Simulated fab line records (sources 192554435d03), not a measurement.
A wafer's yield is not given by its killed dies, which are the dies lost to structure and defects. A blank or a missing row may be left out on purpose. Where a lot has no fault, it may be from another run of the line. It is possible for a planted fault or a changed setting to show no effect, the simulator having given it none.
A lot that was struck, set against a sound lot ; flow n5Finfet ; 28 out of 1938 route steps
Sound: these wafers, L888.1, L888.2, L888.3. Struck: wafer L875.4. (L875.3, L875.5 of the same lot were not struck and are left out.) The cause comes at the end.
Each step with rows lists, per side, the tool, then ch with its chambers, then its first start. Under that, the readings that differ: sound wafers ; struck wafers ; difference of the means ; sigmas: that difference in standard deviations of wafers without a fault.
alike: words and numbers the same on both sides, and readings whose means are apart by under 2 such deviations; not compared: readings that were withheld, readings missing a value for some wafer, numbers with overlapping values and no deviation given by the record, and bounds like >300 which may hide the same value.
A row with sigmas, a row that says differs or no value, or rows on one side alone: a step with any of these is where the two part. Non-overlapping numbers with no deviation appear without sigmas and do not part them. A reading that every wafer of one side lacks parts them only if that side has two wafers or more.

first, 12 steps without rows for these wafers: N5_MOL_CONTACT_COAG_ETCH_89 (etches underlayer in N2/H2, target depth 13 nm, time 10.4 s); N5_MOL_CONTACT_COAG_ETCH_90 (etches SiARC in CF4, target depth 13 nm, time 21.7 s); N5_MOL_CONTACT_COAG_ALD_131 (deposits SiO2, target thk 5 nm, pulse time 1 s, co reactant pulse time 1 s); N5_MOL_CONTACT_COAG_ETCHBACK_132 (etches SiO2 in CHF3, target depth 10 nm, time 6.7 s); N5_MOL_CONTACT_COAG_ETCH_91 (etches SOC in N2/H2, target depth 60 nm, overetch 21 nm, time 101.2 s); N5_MOL_CONTACT_COAG_STRIP_92 (strips in N2/H2); N5_MOL_CONTACT_COAG_STRIP_93 (strips in N2/H2); N5_MOL_CONTACT_COAG_ETCHBACK_135 (etches SiO2 in CHF3, target depth 25 nm, time 16.7 s); N5_MOL_CONTACT_COAG_STRIP_118 (strips in CHF3); N5_MOL_CONTACT_COAG_VIA_ETCH_46 (etches SiO2 in C4F6/O2, target depth 46 nm, overetch 9.2 nm, time 40 s); N5_MOL_CONTACT_COAG_STRIP_96 (strips in N2/H2); N5_MOL_CONTACT_COAG_ETCH_47 (etches SiNx in CH3F/O2, stops on W, target depth 27 nm).
N5_MOL_CONTACT_COAG_STRIP_119: strips in N2/H2, time 30 s.
  sound on plasmaAsher-02 ch 0,1, day 9 12:42; struck on plasmaAsher-01 ch 0, day 6 12:55
reading;sound;struck;difference;sigmas
heaterPowerW (W);344 309 347;406;+73;+2
  alike: drypumpMotorCurrentA
  not compared: rfHoursCounterH
then, 11 steps without rows for these wafers: N5_MOL_CONTACT_COAG_PRECLEAN_144 (cleans in alkaline clean, time 60 s); N5_MOL_CONTACT_COAG_SRD_145 (time 30 s); N5_MOL_CONTACT_COAG_COAT_62 (time 60 s, resist thk 60 nm); N5_MOL_CONTACT_COAG_COAT_63 (time 60 s, resist thk 10 nm); N5_MOL_CONTACT_COAG_COAT_64 (time 60 s, resist thk 10 nm); N5_MOL_CONTACT_COAG_COAT_34 (resist thk 40 nm); N5_MOL_CONTACT_COAG_EBR_36; N5_MOL_CONTACT_COAG_SOFTBAKE_35 (time 60 s); N5_MOL_CONTACT_COAG_EXPOSE_37 (exposes mask VD, defocus 0 nm); N5_MOL_CONTACT_COAG_PEB_38 (peb time 60 s); N5_MOL_CONTACT_COAG_DEVELOP_39 (develop time 30 s).
N5_MOL_CONTACT_COAG_INSPECT_42: inspects for defects (brightfield).
  sound: defectInspect-01 at day 9 13:23; struck: defectInspect-02 at day 6 13:27
reading;sound;struck;difference;sigmas
rawDefectCount;112 156 161;864;+721;+15
then, 1 step without rows for these wafers: N5_MOL_CONTACT_COAG_DESCUM_45 (chemistry O2, time 7 s).
-- record jumps: 3 days separate the struck wafers' starts on either side; left off in module MOL_CONTACT_COAG, taken up again in module BEOL_M4, whose first shown step is the route's number 1111 --
N5_BEOL_M4_RC_MEAS_101:
  sound on prober-02 ch 0, day 11 20:56; struck on prober-02 ch 0, day 9 12:44
reading;sound;struck;difference;sigmas
ION_N (uA/um);664 663 676;695;+27;+2
SS_P (mV/dec);73.4 73.1 72.8;74.5;+1.4;+2
  alike: DIBL_N, DIBL_P, IOFF_N, IOFF_P, ION_P, SS_N, VT_N, VT_P
-- here the record skips 4 days between the struck wafers' starts before and after, leaving off in module BEOL_M4 and picking up in module PASSIVATION (first step shown: number 1936 of the route) --
N5_PASSIVATION_PROBE_49:
  rows exist in the record for the struck wafers here (prober-01, day 13 16:08), but not for the sound ones

## WHERE THEY PART
Earliest at N5_MOL_CONTACT_COAG_STRIP_119; latest, in this record, at N5_PASSIVATION_PROBE_49.

WHY: the cause the simulator had injected
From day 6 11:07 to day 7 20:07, plasmaAsher-01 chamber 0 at N5_MOL_CONTACT_COAG_STRIP_119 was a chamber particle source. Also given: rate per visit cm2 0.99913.
